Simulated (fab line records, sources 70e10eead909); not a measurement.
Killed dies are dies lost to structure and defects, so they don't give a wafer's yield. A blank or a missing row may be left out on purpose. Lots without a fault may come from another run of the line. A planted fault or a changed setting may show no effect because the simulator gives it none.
A struck lot beside a sound one | flow nand_harc | 21 steps out of a route of 1159
Sound: wafers L375.1, L375.2, L375.6. Struck: wafer L385.1. The cause comes at the end.
At each step with rows: each side's tool, then ch and its chambers, then its first start. Under that, the readings that differ: sound wafers | struck wafers | difference of the means | sigmas: that difference in standard deviations of wafers without a fault.
alike: readings whose means differ by less than 2 such deviations, and words and numbers that are the same on both sides. not compared: withheld readings, readings that some wafer has no value for, bounds like >300 that may hide the same value, and numbers for which the record gives no deviation and whose values overlap.
The two part at a step that has a row with sigmas, a row that says differs or no value, or rows on one side only. Numbers that don't overlap but have no deviation are shown without sigmas and don't part them. A reading that every wafer of one side lacks parts them only if that side has two wafers or more.

NHARC_A_ZERO_WELL_CD_MEAS_10: target cd 2000 nm.
  sound on cd_sem-02 ch 0, day 7 13:05; struck on cd_sem-01 ch 0, day 10 06:31
  alike: cd_nm
then, 1 step without rows for these wafers: NHARC_A_ZERO_WELL_HARDBAKE_11 (time 65 s).
NHARC_A_ZERO_WELL_DESCUM_12: chemistry O2, time 3 s.
  sound on rie_diel-09 ch 0,2,3, day 7 13:16; struck on rie_diel-09 ch 0, day 10 06:40
  alike: drypump_motor_current_A, mfc_ar_sccm, oes_product_au, rf_vpp_V, showerhead_plenum_p_Torr, throttle_valve_pct
  not compared: rf_hours_counter_h
NHARC_A_ZERO_WELL_ETCH_19: etches the open film in N2/H2, target depth 80 nm, overetch 24 nm, time 87.88 s.
  sound on rie_diel-09 ch 0,1,3, day 7 13:20; struck on rie_diel-09 ch 0, day 10 06:46
  reading                | sound                | struck | difference | sigmas
  throttle_valve_pct (%) | 14.174 14.181 14.206 | 14.164 | -0.023     | -2
  alike: drypump_motor_current_A, mfc_ar_sccm, oes_product_au, rf_vpp_V, showerhead_plenum_p_Torr
  not compared: rf_hours_counter_h
NHARC_A_ZERO_WELL_ETCH_13: etches the open film in HBr/Cl2, target depth 120 nm, time 40.1 s.
  sound on rie_si-06 ch 1,2,3, day 7 13:28; struck on rie_si-02 ch 0, day 10 06:52
  reading               | sound             | struck | difference | sigmas
  oes_product_au (a.u.) | 1.001 0.994 0.993 | 0.981  | -0.015     | -2
  alike: drypump_motor_current_A, throttle_valve_pct
  not compared: rf_hours_counter_h
then, 4 steps without rows for these wafers: NHARC_A_ZERO_WELL_STRIP_14 (strips in SPM, time 900 s); NHARC_A_ZERO_WELL_IMPLANT_15; NHARC_A_ZERO_WELL_PRECLEAN_22 (cleans in SC1, time 60 s); NHARC_A_ZERO_WELL_SRD_23.
NHARC_A_ZERO_WELL_RTA_16: time 10 s.
  sound on rtp_anneal-02 ch 0, day 7 14:21; struck on rtp_anneal-01 ch 0, day 10 07:50
  reading            | sound                | struck | difference | sigmas
  lamp_power_pct (%) | 26.6 26.6 26.6       | 30.0   | +3.4       | +2
  wafer_temp_C_max   | 1002.6 1002.1 1003.4 | 1008.5 | +5.8       | +3
NHARC_A_ZERO_WELL_INSPECT_17:
  sound on defect_inspect-01, day 7 14:33; struck on defect_inspect-02, day 10 08:02
  alike: raw_defect_count
NHARC_A_SOURCE_PLATE_PRECLEAN_00: cleans in HF-LAST, time 60 s.
  sound on wet_bench-04 ch 2,4,5, day 7 14:36; struck on wet_bench-09 ch 6, day 10 08:05
then, 2 steps without rows for these wafers: NHARC_A_SOURCE_PLATE_SRD_01; NHARC_A_SOURCE_PLATE_OXIDE_02 (material SiO2, target thk 10 nm, ox time 1362 s).
NHARC_A_SOURCE_PLATE_THK_MEAS_09: measures by ellipsometry.
  sound on film_metro-02, day 7 22:23; struck on film_metro-02, day 10 14:02
  alike: thk_nm
then, 3 steps without rows for these wafers: NHARC_A_SOURCE_PLATE_PVD_04 (deposits WSi2, target thk 50 nm); NHARC_A_SOURCE_PLATE_CVD_03 (deposits poly-Si, target thk 200 nm, time 4000 s); NHARC_A_SOURCE_PLATE_ANNEAL_05 (time 1800 s).
NHARC_A_SOURCE_PLATE_THK_MEAS_06: measures by ellipsometry.
  sound on film_metro-01, day 8 11:40; struck on film_metro-01, day 11 03:22
  reading     | sound             | struck | difference | sigmas
  thk_nm (nm) | 196.7 195.6 195.8 | 202.3  | +6.3       | +3
NHARC_A_SOURCE_PLATE_INSPECT_08:
  sound on defect_inspect-01, day 8 11:46; struck on defect_inspect-01, day 11 03:37
  reading          | sound    | struck | difference | sigmas
  raw_defect_count | 87 82 72 | 377    | +297       | +15
  not compared: hold
-- the record jumps here: 12 days lie between the struck wafers' starts before and after (it left off in module A_SOURCE_PLATE and takes up again in module END, whose first step shown is number 1159 of the route) --
NHARC_END_SORT_01:
  the record has rows for the struck wafers here (prober-01 ch 0, day 23 06:26) and none for the sound ones

WHERE THEY PART
First at NHARC_A_ZERO_WELL_ETCH_19; last, within this record, at NHARC_END_SORT_01.

WHY: what the simulator had put in
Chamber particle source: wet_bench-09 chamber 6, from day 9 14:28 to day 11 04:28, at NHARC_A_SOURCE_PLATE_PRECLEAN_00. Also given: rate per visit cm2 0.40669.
